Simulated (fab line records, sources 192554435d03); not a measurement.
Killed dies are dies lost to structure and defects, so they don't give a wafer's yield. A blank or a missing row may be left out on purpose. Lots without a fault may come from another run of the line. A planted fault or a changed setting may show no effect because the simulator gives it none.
Split-lot experiment | flow n5_finfet | 7 lots, 21 wafers read, on a route of 1938 steps

THE SPLIT
At N5_MOL_CONTACT_COAG_VIA_ETCH_46 (etches SiO2 in C4F6/O2, target depth 46 nm, overetch 9.2 nm, time 40 s), the setting bias_w was moved away from the recipe's 455 W on 8 of the 21 wafers read, by -11.6% to +7.3%. The other wafers ran this setting at the recipe's value.

The reading is taken at the split's own step.

THE READING
rf_vpp_V, in V, at N5_MOL_CONTACT_COAG_VIA_ETCH_46 (etches SiO2 in C4F6/O2, target depth 46 nm, overetch 9.2 nm, time 40 s). Fault-free wafers of this fab line usually give 1592 V, standard deviation 11 V.

wafer  | tool, chamber at the split | bias_w as run, W | against the recipe | rf_vpp_V, V | against lot-mates on the recipe
L074.1 | rie_diel-05, 1             | 455              | recipe             | 1587        | -
L074.2 | rie_diel-05, 2             | 455              | recipe             | 1581        | -
L074.4 | rie_diel-05, 3             | 421.7            | -7.3%              | 1497        | -87
L081.3 | rie_diel-05, 3             | 488.4            | +7.3%              | 1669        | +66
L081.4 | rie_diel-05, 0             | 488.4            | +7.3%              | 1692        | +89
L081.6 | rie_diel-05, 0             | 455              | recipe             | 1603        | -
L083.1 | rie_diel-05, 2             | 455              | recipe             | 1607        | -
L083.5 | rie_diel-05, 3             | 455              | recipe             | 1584        | -
L083.6 | rie_diel-05, 2             | 455              | recipe             | 1607        | -
L091.3 | rie_diel-04, 1             | 455              | recipe             | 1567        | -
L091.4 | rie_diel-04, 2             | 402.3            | -11.6%             | 1448        | -130
L091.5 | rie_diel-04, 2             | 455              | recipe             | 1588        | -
L092.1 | rie_diel-02, 1             | 479.1            | +5.3%              | 1667        | +80
L092.3 | rie_diel-02, 0             | 479.1            | +5.3%              | 1648        | +61
L092.4 | rie_diel-02, 0             | 455              | recipe             | 1587        | -
L095.1 | rie_diel-05, 0             | 411.4            | -9.6%              | 1487        | -99
L095.3 | rie_diel-05, 1             | 455              | recipe             | 1586        | -
L095.5 | rie_diel-05, 2             | 411.4            | -9.6%              | 1489        | -97
L097.1 | rie_diel-04, 2             | 455              | recipe             | 1587        | -
L097.2 | rie_diel-04, 0             | 455              | recipe             | 1586        | -
L097.3 | rie_diel-04, 3             | 455              | recipe             | 1597        | -

THE FIT
A straight line over all 21 wafers: rf_vpp_V changes by +11.8 V for each +1% of bias_w; r = +0.98; the points scatter about the line by 11 V.
The same after taking each lot's own level away (the mean of its wafers on the recipe; 21 wafers): +11.1 V for each +1%; r = +0.99; scatter 9.1 V.
On that fit, the largest move of bias_w shifts the reading by 1.3e+02 V.
The lots' own levels span 1577.5 to 1603.0 V, that is 2.3 times the standard deviation above.
So the lot-to-lot level changes the slope little: the two slopes agree.
Check: with one of the wafers moved furthest among these (-11.6%) left out of the fit, the line predicts -126 V for it against its lot-mates. It came out at -130 V against them.
Tool readings at the split's step, against how far the setting was moved: rf_vpp_V r = +0.98.

OTHER SPLITS ON THESE WAFERS
These wafers also went through other splits before the reading. Each is held against what the fit with the lots' levels taken away leaves over:
other split on the same wafers          | wafers away from the commonest value | r with rf_vpp_V (lot level and that fit taken away)
N5_GATE_CUT_HM_DEP_46 time_s            | 4                                    | +0.25
N5_MOL_CONTACT_COAG_COAT_75 spin_rpm    | 3                                    | +0.12
N5_MOL_CONTACT_COAG_ETCHBACK_135 time_s | 3                                    | +0.15

THE FILE'S OWN FIT
rf_vpp_V changes by +11.1 V for each +1% of bias_w, r = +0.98.
